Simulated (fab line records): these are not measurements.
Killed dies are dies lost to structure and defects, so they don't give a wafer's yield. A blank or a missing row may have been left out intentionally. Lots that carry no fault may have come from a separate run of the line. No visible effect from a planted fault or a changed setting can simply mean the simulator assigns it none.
Which tool is to blame? :: flow nandHarc :: 12 lots, 36 wafers sampled, at 3 steps of a route of 1302

## WHAT THE GAUGES READ, wafer by wafer
NHARC_A_STAIRCASE_INSPECT_155.
lot: L075
measured: day 19 22:07
on: defectInspect-02
rawDefectCount: 662 480 667

lot: L077
measured: day 20 13:50
on: defectInspect-02
rawDefectCount: 494 422 441

lot: L078
measured: day 20 21:11
on: defectInspect-01
rawDefectCount: 473 537 484

lot: L081
measured: day 22 15:35
on: defectInspect-01
rawDefectCount: 374 643 343

lot: L083
measured: day 22 18:59
on: defectInspect-02
rawDefectCount: 237 253 287

lot: L087
measured: day 23 21:01
on: defectInspect-02
rawDefectCount: 548 425 385

lot: L085
measured: day 23 20:56
on: defectInspect-01
rawDefectCount: 313 227 241

lot: L088
measured: day 25 04:04
on: defectInspect-01
rawDefectCount: 550 431 285

lot: L090
measured: day 26 03:26
on: defectInspect-01
rawDefectCount: 348 443 379

lot: L093
measured: day 27 01:41
on: defectInspect-02
rawDefectCount: 381 481 454

lot: L094
measured: day 27 15:29
on: defectInspect-02
rawDefectCount: 337 272 271

lot: L097
measured: day 28 09:05
on: defectInspect-02
rawDefectCount: 302 299 360

## TOOL THAT RAN EACH LOT (tool first, then ch and the chambers of the sampled wafers, then the start)
lot: L075
NHARC_A_STAIRCASE_DEP_322: pecvd-01 ch 0,2, day 18 19:49
NHARC_A_STAIRCASE_STRIP_475: rieDiel-03 ch 0,2, day 19 21:24

lot: L077
NHARC_A_STAIRCASE_DEP_322: pecvd-01 ch 0,1,2, day 19 08:44
NHARC_A_STAIRCASE_STRIP_475: rieDiel-11 ch 0,2,3, day 20 13:50 or earlier

lot: L078
NHARC_A_STAIRCASE_DEP_322: pecvd-01 ch 0,1,2, day 19 21:51
NHARC_A_STAIRCASE_STRIP_475: rieDiel-11 ch 0,1,3, day 20 21:11 or earlier

lot: L081
NHARC_A_STAIRCASE_DEP_322: pecvd-04 ch 0,2, day 21 08:36
NHARC_A_STAIRCASE_STRIP_475: rieDiel-03 ch 2,3, day 22 15:35 or earlier

lot: L083
NHARC_A_STAIRCASE_DEP_322: pecvd-03 ch 1,2, day 21 18:07
NHARC_A_STAIRCASE_STRIP_475: rieDiel-03 ch 0,2,3, day 22 18:16

lot: L087
NHARC_A_STAIRCASE_DEP_322: pecvd-04 ch 0,1,2, day 22 21:26
NHARC_A_STAIRCASE_STRIP_475: rieDiel-03 ch 0,2, day 23 21:01 or earlier

lot: L085
NHARC_A_STAIRCASE_DEP_322: pecvd-01 ch 0,1,2, day 22 21:38
NHARC_A_STAIRCASE_STRIP_475: rieDiel-11 ch 1,2,3, day 23 20:56 or earlier

lot: L088
NHARC_A_STAIRCASE_DEP_322: pecvd-04 ch 0,1, day 24 02:53
NHARC_A_STAIRCASE_STRIP_475: rieDiel-03 ch 0,3, day 25 04:04 or earlier

lot: L090
NHARC_A_STAIRCASE_DEP_322: pecvd-01 ch 1,2, day 25 01:37
NHARC_A_STAIRCASE_STRIP_475: rieDiel-02 ch 1,2, day 26 03:26 or earlier

lot: L093
NHARC_A_STAIRCASE_DEP_322: pecvd-03 ch 0,1,2, day 26 00:07
NHARC_A_STAIRCASE_STRIP_475: rieDiel-02 ch 1,2,3, day 27 01:41 or earlier

lot: L094
NHARC_A_STAIRCASE_DEP_322: pecvd-04 ch 0,1,2, day 26 16:23
NHARC_A_STAIRCASE_STRIP_475: rieDiel-11 ch 0,2,3, day 27 15:29 or earlier

lot: L097
NHARC_A_STAIRCASE_DEP_322: pecvd-03 ch 0,1,2, day 27 11:02
NHARC_A_STAIRCASE_STRIP_475: rieDiel-03 ch 0,1,2, day 28 09:05 or earlier
- NHARC_A_STAIRCASE_DEP_322: deposits SiO2, target thk 7200 nm.
- NHARC_A_STAIRCASE_STRIP_475: strips in O2, time 20 s.

## THE ANSWER, worked out from the rows above alone
Rule: the usual values come from the lots themselves. The widest of any qualifying gaps counts: lots, ordered by their means at a reading, are off when they make up no more than a third of the lots, leave a main group of 4 or more, and stand apart from it by 3 or more times the standard deviation of that group's means. A main group whose means are all the same, to the digits that the tables above print for the reading, isn't used. A lot without any number at a reading at which 4 lots or more have one is off too. Where the step has rows for the other lots, those lots are counted as sound.
Across all readings shown, no lot is off: no conclusion can be drawn from this.

## WHAT THE SIMULATOR HAD PUT IN
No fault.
